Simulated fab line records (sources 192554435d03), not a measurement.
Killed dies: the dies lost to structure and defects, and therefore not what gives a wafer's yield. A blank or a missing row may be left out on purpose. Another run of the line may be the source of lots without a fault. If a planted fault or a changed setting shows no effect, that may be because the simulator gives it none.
Split-lot experiment :: flow n5-finfet :: 7 lots, 21 wafers read, on a route of 1938 steps

== ON THE SPLIT ==
At N5_BEOL_M14_EXPOSE_25 (exposes mask M14, target cd 280 nm), the setting dose-mj was moved away from the recipe's 26.6 on 5 of the 21 wafers read, by -3.9% to +3.6%. For the rest of the wafers, this setting stayed at what the recipe calls for.

== FROM THE SPLIT TO THE READING: what the file shows between them, 3 steps ==
- N5_BEOL_M14_PEB_26: peb time 90 s
- N5_BEOL_M14_DEVELOP_27: develop time 45 s
- N5_BEOL_M14_HARDBAKE_32: time 120 s

== THE READING ==
cd-nm, in nm, at N5_BEOL_M14_CD_MEAS_28 (target cd 284.4 nm). A value of 285.0 nm with a standard deviation of 2 nm is what fault-free wafers of this fab line usually give.

wafer: L074.3
tool, chamber at the split: krf-scanner-02, 0
dose-mj as run: 26.6
against the recipe: recipe
cd-nm, nm: 285.5
against lot-mates on the recipe: -

wafer: L074.5
tool, chamber at the split: krf-scanner-02, 0
dose-mj as run: 26.6
against the recipe: recipe
cd-nm, nm: 287.0
against lot-mates on the recipe: -

wafer: L074.6
tool, chamber at the split: krf-scanner-02, 0
dose-mj as run: 26.6
against the recipe: recipe
cd-nm, nm: 287.0
against lot-mates on the recipe: -

wafer: L081.1
tool, chamber at the split: krf-scanner-02, 0
dose-mj as run: 26.6
against the recipe: recipe
cd-nm, nm: 283.7
against lot-mates on the recipe: -

wafer: L081.2
tool, chamber at the split: krf-scanner-02, 0
dose-mj as run: 26.6
against the recipe: recipe
cd-nm, nm: 283.2
against lot-mates on the recipe: -

wafer: L081.6
tool, chamber at the split: krf-scanner-02, 0
dose-mj as run: 26.6
against the recipe: recipe
cd-nm, nm: 285.3
against lot-mates on the recipe: -

wafer: L082.2
tool, chamber at the split: krf-scanner-01, 0
dose-mj as run: 26.6
against the recipe: recipe
cd-nm, nm: 283.3
against lot-mates on the recipe: -

wafer: L082.3
tool, chamber at the split: krf-scanner-01, 0
dose-mj as run: 25.83
against the recipe: -2.9%
cd-nm, nm: 278.6
against lot-mates on the recipe: -5.4

wafer: L082.4
tool, chamber at the split: krf-scanner-01, 0
dose-mj as run: 26.6
against the recipe: recipe
cd-nm, nm: 284.7
against lot-mates on the recipe: -

wafer: L089.2
tool, chamber at the split: krf-scanner-01, 0
dose-mj as run: 26.6
against the recipe: recipe
cd-nm, nm: 286.0
against lot-mates on the recipe: -

wafer: L089.4
tool, chamber at the split: krf-scanner-01, 0
dose-mj as run: 26.6
against the recipe: recipe
cd-nm, nm: 286.9
against lot-mates on the recipe: -

wafer: L089.6
tool, chamber at the split: krf-scanner-01, 0
dose-mj as run: 26.6
against the recipe: recipe
cd-nm, nm: 289.3
against lot-mates on the recipe: -

wafer: L093.2
tool, chamber at the split: krf-scanner-02, 0
dose-mj as run: 25.71
against the recipe: -3.3%
cd-nm, nm: 280.3
against lot-mates on the recipe: -6.3

wafer: L093.4
tool, chamber at the split: krf-scanner-02, 0
dose-mj as run: 26.6
against the recipe: recipe
cd-nm, nm: 287.0
against lot-mates on the recipe: -

wafer: L093.6
tool, chamber at the split: krf-scanner-02, 0
dose-mj as run: 26.6
against the recipe: recipe
cd-nm, nm: 286.3
against lot-mates on the recipe: -

wafer: L092.1
tool, chamber at the split: krf-scanner-02, 0
dose-mj as run: 26.6
against the recipe: recipe
cd-nm, nm: 285.2
against lot-mates on the recipe: -

wafer: L092.3
tool, chamber at the split: krf-scanner-02, 0
dose-mj as run: 25.57
against the recipe: -3.9%
cd-nm, nm: 277.1
against lot-mates on the recipe: -7.5

wafer: L092.5
tool, chamber at the split: krf-scanner-02, 0
dose-mj as run: 26.6
against the recipe: recipe
cd-nm, nm: 284.0
against lot-mates on the recipe: -

wafer: L096.1
tool, chamber at the split: krf-scanner-01, 0
dose-mj as run: 27.55
against the recipe: +3.6%
cd-nm, nm: 291.7
against lot-mates on the recipe: +5.6

wafer: L096.5
tool, chamber at the split: krf-scanner-01, 0
dose-mj as run: 26.6
against the recipe: recipe
cd-nm, nm: 286.1
against lot-mates on the recipe: -

wafer: L096.6
tool, chamber at the split: krf-scanner-01, 0
dose-mj as run: 27.55
against the recipe: +3.6%
cd-nm, nm: 293.1
against lot-mates on the recipe: +7.0

FIT RESULTS
A straight line over all 21 wafers: cd-nm changes by +1.99 nm for each +1% of dose-mj; r = +0.92; the points scatter about the line by 1.5 nm.
The same after taking each lot's own level away (the mean of its wafers on the recipe; 21 wafers): +1.84 nm for each +1%; r = +0.97; scatter 0.82 nm.
The reading moves by 7.1 nm for the largest change in dose-mj, on that fit.
From 284.00 to 287.40 nm: that is the span of the lots' own levels, equal to 1.7 times the standard deviation above.
Consequently the slope shifts little with the lot-to-lot level, the two slopes agreeing.
Check: for one of the wafers moved furthest among these (-3.9%), held out of the fit, the line's prediction against its lot-mates is -7.07 nm. It came out at -7.5 nm against them.

== THE OTHER SPLITS THESE WAFERS WENT THROUGH ==
Before the reading, these wafers also passed through other splits. Each is held against what the fit with the lots' levels taken away leaves over:
other split on the same wafers: N5_BEOL_M13_EXPOSE_07 dose-mj
wafers away from the commonest value: 8
r with cd-nm (lot level and that fit taken away): +0.02

other split on the same wafers: N5_BEOL_M14_COAT_66 spin-rpm
wafers away from the commonest value: 5
r with cd-nm (lot level and that fit taken away): +0.29

== THE WHOLE CHAIN: every reading that the file lists as answering this split, in the file's order ==
step: N5_BEOL_M14_CD_MEAS_28
what it does: target cd 284.4 nm
reading: cd-nm
change (the file's fit): +1.87 nm for each +1% of the setting
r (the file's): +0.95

step: N5_BEOL_M14_DESCUM_33
what it does: chemistry O2, time 7.9 s
reading: BEOL_M14.cd-nm (the simulator's own value, which no gauge read)
change (the file's fit): +1.92 nm for each +1% of the setting
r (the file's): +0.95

step: N5_BEOL_M14_ETCH_68
what it does: etches SOC in N2/H2, time 450 s
reading: BEOL_M14.cd-nm (the simulator's own value, which no gauge read)
change (the file's fit): +2.1 nm for each +1% of the setting
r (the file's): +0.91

== FILE'S OWN FIT ==
cd-nm changes by +1.87 nm for each +1% of dose-mj, r = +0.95.
